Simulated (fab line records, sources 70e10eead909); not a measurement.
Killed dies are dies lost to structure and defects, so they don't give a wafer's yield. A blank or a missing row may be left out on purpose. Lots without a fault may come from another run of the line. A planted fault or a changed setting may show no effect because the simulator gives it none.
Tool commonality check | flow nand_harc | 11 lots, 33 wafers sampled

WHY IT WAS OPENED
At NHARC_P_STI_CD_MEAS_09 the reading cd_nm is flagged on 3 of 11 lots. Wafers without a fault read 199.8 nm, standard deviation 1.8.
Rule: a lot is flagged when every wafer of it that has a number lies more than 4 standard deviations from that mean, or none has a number. The other lots count as sound.

lot  | measured    | on        | cd_nm (nm), wafer by wafer | flag
L917 | day 2 15:44 | cd_sem-02 | 201.8 199.8 201.6          |
L920 | day 3 02:35 | cd_sem-01 | 200.6 204.2 200.1          |
L922 | day 3 16:53 | cd_sem-03 | 199.0 198.4 197.0          |
L925 | day 4 13:21 | cd_sem-02 | 200.7 198.7 198.5          |
L926 | day 4 18:38 | cd_sem-02 | 201.4 200.0 199.4          |
L933 | day 6 12:33 | cd_sem-03 | 113.4 114.4 115.7          | FLAGGED
L934 | day 6 17:16 | cd_sem-01 | 134.5 134.2 134.4          | FLAGGED
L936 | day 7 04:53 | cd_sem-03 | 146.2 145.1 143.3          | FLAGGED
L938 | day 7 17:17 | cd_sem-02 | 199.8 199.0 195.7          |
L939 | day 7 23:02 | cd_sem-03 | 200.3 199.7 198.0          |
L940 | day 8 06:07 | cd_sem-02 | 200.6 198.1 200.2          |
The numbers of the flagged lots are 131.2 nm on average: -68.6 nm against the usual, or -38 standard deviations.

WHICH TOOL RAN EACH LOT
The record holds 2 process steps before the reading, out of a route of 1159 steps. In each cell: the tool, then ch and the chambers that the sampled wafers went through, then the start.
lot  | flag    | NHARC_P_ZERO_WELL_DESCUM_26       | NHARC_P_STI_EXPOSE_06
L917 |         | rie_diel-03 ch 0,1, day 1 14:52   | krf_scanner-04 ch 0, day 2 15:35
L920 |         | rie_diel-09 ch 0,2,3, day 2 08:46 | krf_scanner-04 ch 0, day 3 02:26
L922 |         | rie_diel-04 ch 0,1,2, day 2 20:41 | krf_scanner-04 ch 0, day 3 16:44
L925 |         | rie_diel-03 ch 0,3, day 3 14:38   | krf_scanner-04 ch 0, day 4 13:12
L926 |         | rie_diel-04 ch 0,1, day 3 20:37   | krf_scanner-01 ch 0, day 4 18:29
L933 | FLAGGED | rie_diel-03 ch 1,2,3, day 5 14:38 | krf_scanner-04 ch 0, day 6 12:24
L934 | FLAGGED | rie_diel-03 ch 0,1,3, day 5 20:52 | krf_scanner-04 ch 0, day 6 17:07
L936 | FLAGGED | rie_diel-03 ch 0,1, day 6 08:44   | krf_scanner-04 ch 0, day 7 04:44
L938 |         | rie_diel-09 ch 1,2,3, day 6 20:56 | krf_scanner-03 ch 0, day 7 17:08
L939 |         | rie_diel-09 ch 0,2,3, day 7 02:46 | krf_scanner-01 ch 0, day 7 22:53
L940 |         | rie_diel-03 ch 2,3, day 7 08:37   | krf_scanner-03 ch 0, day 8 05:58
What these steps do:
- NHARC_P_ZERO_WELL_DESCUM_26: chemistry O2, time 3 s.
- NHARC_P_STI_EXPOSE_06: exposes mask P STI, target cd 200 nm.
- NHARC_P_STI_CD_MEAS_09: target cd 200 nm.

FLAGGED OVER TOTAL, TOOL BY TOOL (the gauges that took the reading come last)
step                        | tool           | lots run | flagged | share of the flagged lots | sound lots run after its first flagged lot
NHARC_P_ZERO_WELL_DESCUM_26 | rie_diel-03    | 6        | 3       | all                       | 1 (L940)
NHARC_P_ZERO_WELL_DESCUM_26 | rie_diel-04    | 2        | 0       | none                      | -
NHARC_P_ZERO_WELL_DESCUM_26 | rie_diel-09    | 3        | 0       | none                      | -
NHARC_P_STI_EXPOSE_06       | krf_scanner-01 | 2        | 0       | none                      | -
NHARC_P_STI_EXPOSE_06       | krf_scanner-03 | 2        | 0       | none                      | -
NHARC_P_STI_EXPOSE_06       | krf_scanner-04 | 7        | 3       | all                       | 0
NHARC_P_STI_CD_MEAS_09      | cd_sem-01      | 2        | 1       | some                      | 0
NHARC_P_STI_CD_MEAS_09      | cd_sem-02      | 5        | 0       | none                      | -
NHARC_P_STI_CD_MEAS_09      | cd_sem-03      | 4        | 2       | some                      | 1 (L939)

WHAT THE TABLE ALLOWS
2 rows of the table ran every flagged lot: rie_diel-03 at NHARC_P_ZERO_WELL_DESCUM_26, krf_scanner-04 at NHARC_P_STI_EXPOSE_06.
- rie_diel-03 at NHARC_P_ZERO_WELL_DESCUM_26: 3 of its 6 lots flagged. Sound lots ran on it after the first flagged one (L940), which a lasting fault on the whole tool wouldn't allow.
- krf_scanner-04 at NHARC_P_STI_EXPOSE_06: 3 of its 7 lots flagged. Its last sound lot is L925 (day 4 13:12), its first flagged lot L933 (day 6 12:24): a fault that began between those two fits. Its own readings lie more than 4 standard deviations out on every wafer of the flagged lots: exposure_dose_mJ_cm2.
One tool is left: krf_scanner-04 at NHARC_P_STI_EXPOSE_06.

WHAT THE SIMULATOR HAD PUT IN
Process parameter drift: krf_scanner-04, from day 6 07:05 on, at NHARC_P_STI_EXPOSE_06. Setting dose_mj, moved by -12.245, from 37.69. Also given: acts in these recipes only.
Lots struck among those shown: L933, L934, L936. The rule above found the same.
